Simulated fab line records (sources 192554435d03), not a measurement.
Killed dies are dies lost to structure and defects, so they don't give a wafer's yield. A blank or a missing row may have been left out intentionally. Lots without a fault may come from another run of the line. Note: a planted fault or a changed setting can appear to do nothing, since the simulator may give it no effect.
Matching of chambers    flow n5_finfet    N5_BEOL_M8_DEP_56 on pecvd-02 has 3 sister chambers
The step deposits SiCN from 3MS/NH3, target thk 10 nm, time 17.5 s. 3 wafers are shown with their chamber, then 7 later ones without.

WAFERS WITH THEIR CHAMBER
wafer   chamber  showerhead_plenum_p_Torr (Torr)
L691.6  2        3.673
L696.5  1        3.654
L698.5  0        3.665

WAFERS MISSING THEIR CHAMBER
wafer   showerhead_plenum_p_Torr (Torr)
L698.6  3.652
L704.1  3.674
L704.3  3.658
L704.4  3.676
L706.1  3.669
L706.5  3.676
L706.6  3.666

EACH ONE'S CHAMBER
wafer   from the rows above      in truth
L698.6  1                        1
L704.1  2                        2
L704.3  can't be placed: 1 or 0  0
L704.4  2                        2
L706.1  can't be placed: 0 or 2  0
L706.5  2                        2
L706.6  0                        0
Correctly placed: 5 of 7. Can't be placed from these rows: 2 (the true chamber is among the candidates in 2). 0 placed wrongly.
How it was worked out, from the rows above alone: a wafer's distance from a chamber is the root of the sum, over the readings, of the square of ((its reading less the chamber's mean) divided by the reading's scatter). The wafer belongs to the nearest chamber; if the next one is less than 2 further off, it can't be placed. Each chamber's mean is taken over the wafers shown for it. The scatter: root of mean squared gap, hidden wafer to nearest shown wafer, with one shown wafer a chamber.
